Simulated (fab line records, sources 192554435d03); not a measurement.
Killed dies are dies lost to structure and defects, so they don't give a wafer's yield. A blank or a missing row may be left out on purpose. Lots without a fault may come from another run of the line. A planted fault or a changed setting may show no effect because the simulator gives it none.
Chamber matching | flow n5_finfet | N5_BEOL_M0_SAQP_DESCUM_45 on rie_diel-05: 4 sister chambers
The step chemistry O2, time 7 s. 16 wafers are shown with their chamber, then 8 later ones without.

WAFERS WITH THEIR CHAMBER
wafer  | chamber | showerhead_plenum_p_Torr (Torr) | drypump_motor_current_A (A) | throttle_valve_pct (%)
L075.3 | 2       | 2.22                            | 5.1                         | 20.33
L075.4 | 0       | 2.12                            | 6.0                         | 20.26
L075.6 | 0       | 2.12                            | 6.0                         | 20.26
L077.1 | 1       | 2.15                            | 5.8                         | 20.53
L077.2 | 2       | 2.22                            | 5.1                         | 20.32
L077.5 | 3       | 2.14                            | 5.2                         | 20.38
L078.2 | 0       | 2.12                            | 6.0                         | 20.27
L078.3 | 3       | 2.14                            | 5.2                         | 20.38
L078.5 | 0       | 2.12                            | 6.1                         | 20.26
L079.1 | 2       | 2.22                            | 5.1                         | 20.32
L079.2 | 3       | 2.14                            | 5.1                         | 20.37
L079.6 | 1       | 2.15                            | 5.8                         | 20.52
L082.1 | 3       | 2.14                            | 5.2                         | 20.41
L082.2 | 0       | 2.12                            | 6.1                         | 20.28
L082.6 | 3       | 2.14                            | 5.2                         | 20.37
L085.1 | 2       | 2.21                            | 5.1                         | 20.34

SIGNATURES (means of the wafers above)
reading                  | chamber 0 | chamber 1 | chamber 2 | chamber 3 | scatter within a chamber
showerhead_plenum_p_Torr | 2.1200    | 2.1500    | 2.2175    | 2.1400    | 0.0025
drypump_motor_current_A  | 6.040     | 5.800     | 5.100     | 5.180     | 0.0408
throttle_valve_pct       | 20.2660   | 20.5250   | 20.3275   | 20.3820   | 0.012
Rule: a wafer's distance from a chamber is the root of the sum, over the readings, of the square of ((its reading less the chamber's mean) divided by the reading's scatter). The wafer belongs to the nearest chamber; if the next one is less than 2 further off, it can't be placed. The scatter: the root of (the sum of the squares of (reading less its chamber's mean) over the shown wafers, divided by (wafers less chambers)).

WAFERS WITHOUT THEIR CHAMBER
wafer  | showerhead_plenum_p_Torr (Torr) | drypump_motor_current_A (A) | throttle_valve_pct (%)
L085.3 | 2.15                            | 5.8                         | 20.55
L085.5 | 2.11                            | 6.0                         | 20.29
L086.1 | 2.21                            | 5.1                         | 20.34
L086.4 | 2.15                            | 5.9                         | 20.56
L086.5 | 2.11                            | 6.1                         | 20.27
L093.1 | 2.14                            | 5.8                         | 20.58
L093.5 | 2.13                            | 5.2                         | 20.41
L093.6 | 2.21                            | 5.1                         | 20.36

WHICH CHAMBER EACH WENT THROUGH
wafer  | from the rows above | in truth
L085.3 | 1                   | 1
L085.5 | 0                   | 0
L086.1 | 2                   | 2
L086.4 | 1                   | 1
L086.5 | 0                   | 0
L093.1 | 1                   | 1
L093.5 | 3                   | 3
L093.6 | 2                   | 2
Placed correctly: 8 of 8. Can't be placed from these rows: 0. Placed wrongly: 0.
